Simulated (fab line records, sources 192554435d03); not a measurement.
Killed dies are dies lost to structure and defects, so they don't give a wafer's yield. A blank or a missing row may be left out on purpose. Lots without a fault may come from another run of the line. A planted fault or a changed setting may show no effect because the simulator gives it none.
A struck lot beside a sound one | flow n5_finfet | 31 steps out of a route of 1938
Sound: wafers L357.1, L357.2, L357.4. Struck: wafers L362.1, L362.4, L362.5. The cause comes at the end.
At each step with rows: each side's tool, then ch and its chambers, then its first start. Under that, the readings that differ: sound wafers | struck wafers | difference of the means | sigmas: that difference in standard deviations of wafers without a fault.
alike: readings whose means differ by less than 2 such deviations, and words and numbers that are the same on both sides. not compared: withheld readings, readings that some wafer has no value for, bounds like >300 that may hide the same value, and numbers for which the record gives no deviation and whose values overlap.
The two part at a step that has a row with sigmas, a row that says differs or no value, or rows on one side only. Numbers that don't overlap but have no deviation are shown without sigmas and don't part them. A reading that every wafer of one side lacks parts them only if that side has two wafers or more.

first, 10 steps without rows for these wafers: N5_FIN_CUT_STRIP_22 (strips in N2/H2); N5_FIN_CUT_PRECLEAN_36 (cleans in O3/DIW, time 60 s); N5_FIN_CUT_SRD_32 (time 30 s); N5_FIN_CUT_UV_OZONE_34 (time 120 s); N5_STI_FIN_REVEAL_ALD_00 (deposits SiO2, target thk 1 nm, pulse time 1 s); N5_STI_FIN_REVEAL_ALD_14 (deposits Si3N4, target thk 3 nm); N5_STI_FIN_REVEAL_FCVD_FILL_01 (material SiO2 flowable, target thk 312 nm, time 512.2 s); N5_STI_FIN_REVEAL_DENSIFY_02 (time 1800 s); N5_STI_FIN_REVEAL_CMP_04 (polishes, stops on Si3N4, t overpolish 4 s, target thk 131.83 nm); N5_STI_FIN_REVEAL_DENSIFY_30.
N5_STI_FIN_REVEAL_ETCHBACK_08: etches SiO2 in C4F6/O2, target depth 30.5 nm, time 10.167 s.
  sound on rie_diel-04 ch 0,1,3, day 4 22:02; struck on rie_diel-02 ch 0,1, day 6 03:40
  no value came back on the struck wafers for any of 9 readings (C4F6_flow_sccm (sccm), O2_flow_sccm (sccm) and others); on the sound wafers C4F6_flow_sccm (sccm) reads 9.956 10.024 9.969
then, 16 steps without rows for these wafers: N5_STI_FIN_REVEAL_STRIP_24 (strips in N2/H2, time 90 s); N5_STI_FIN_REVEAL_PRECLEAN_25 (cleans in SPM, time 90 s); N5_STI_FIN_REVEAL_PRECLEAN_26 (cleans in SC1, time 45 s); N5_STI_FIN_REVEAL_PRECLEAN_29 (cleans in DHF, time 30 s); N5_STI_FIN_REVEAL_SRD_12 (time 30 s); N5_STI_FIN_REVEAL_RECESS_09 (chemistry HF/NH3, target SiO2, afs cycles 11, target depth 42.5 nm, sublimation time 60 s); N5_STI_FIN_REVEAL_STRIP_16 (strips SiNx in H3PO4, target depth 23.8 nm); N5_STI_FIN_REVEAL_PRECLEAN_17 (cleans in NF3:NH3, afs cycles 1, time 20 s, sublimation time 60 s); N5_STI_FIN_REVEAL_ETCH_34 (etches Si in H2, material Si, target depth 0.97 nm); N5_STI_FIN_REVEAL_OXIDATION_31 (chemistry O2 PLASMA REMOTE, time 20 s); N5_STI_FIN_REVEAL_PRECLEAN_32 (cleans in NF3:NH3, afs cycles 1, time 20 s, sublimation time 60 s); N5_STI_FIN_REVEAL_STRIP_35 (strips Si3N4 in H3PO4, target depth 4 nm, time 39 s); N5_STI_FIN_REVEAL_SRD_21 (time 30 s); N5_STI_FIN_REVEAL_OXIDATION_33 (chemistry O2 PLASMA REMOTE, time 20 s); N5_STI_FIN_REVEAL_CLEAN_19 (cleans in O3/DIW, time 120 s); N5_STI_FIN_REVEAL_SRD_23 (time 30 s).
N5_STI_FIN_REVEAL_FIN_H_MEAS_10:
  sound on ocd-02, day 5 00:59; struck on ocd-01, day 6 06:37
  reading              | sound          | struck         | difference | sigmas
  trench_depth_nm (nm) | 52.3 52.4 53.7 | 21.6 22.0 22.7 | -30.7      | -41
then, 1 step without rows for these wafers: N5_STI_FIN_REVEAL_PRECLEAN_18 (cleans in SC2, time 45 s).
N5_BEOL_M4_RC_MEAS_101:
  the record has rows for the sound wafers here (prober-02 ch 0, day 9 22:49) and none for the struck ones
-- the record jumps here: 10 days lie between the struck wafers' starts before and after (it left off in module BEOL_M4 and takes up again in module PASSIVATION, whose first step shown is number 1936 of the route) --
N5_PASSIVATION_PROBE_49:
  sound on prober-02, day 14 06:31; struck on prober-02, day 16 01:47
  reading                  | sound          | struck         | difference | sigmas
  defect_limited_yield (%) | 90.8 90.5 92.6 | 0 0 0          | -91        | -70
  killed_at_front_end      | 26 45 29       | 1144 1109 1128 | +1094      | +99 or more
  killed_dies              | 108 112 87     | 1180 1180 1180 | +1078      | +72
  killed_on_rim            | 19 12 8        | 152 152 152    | +139       | +40
  sort_bin_5_function (%)  | 6.1 5.3 4.7    | 98.3 96.7 96.7 | +91.9      | +99 or more
  sort_n_pass              | 1072 1068 1093 | 0 0 0          | -1078      | -72
  sort_yield_pct (%)       | 90.8 90.5 92.6 | 0 0 0          | -91        | -70
  alike: killed_at_M0_to_M3, killed_at_M4_up, killed_at_contacts, killed_at_other, killed_open, killed_short, sort_bin_6_memory

WHERE THEY PART
First at N5_STI_FIN_REVEAL_ETCHBACK_08; last, within this record, at N5_PASSIVATION_PROBE_49.

WHY: what the simulator had put in
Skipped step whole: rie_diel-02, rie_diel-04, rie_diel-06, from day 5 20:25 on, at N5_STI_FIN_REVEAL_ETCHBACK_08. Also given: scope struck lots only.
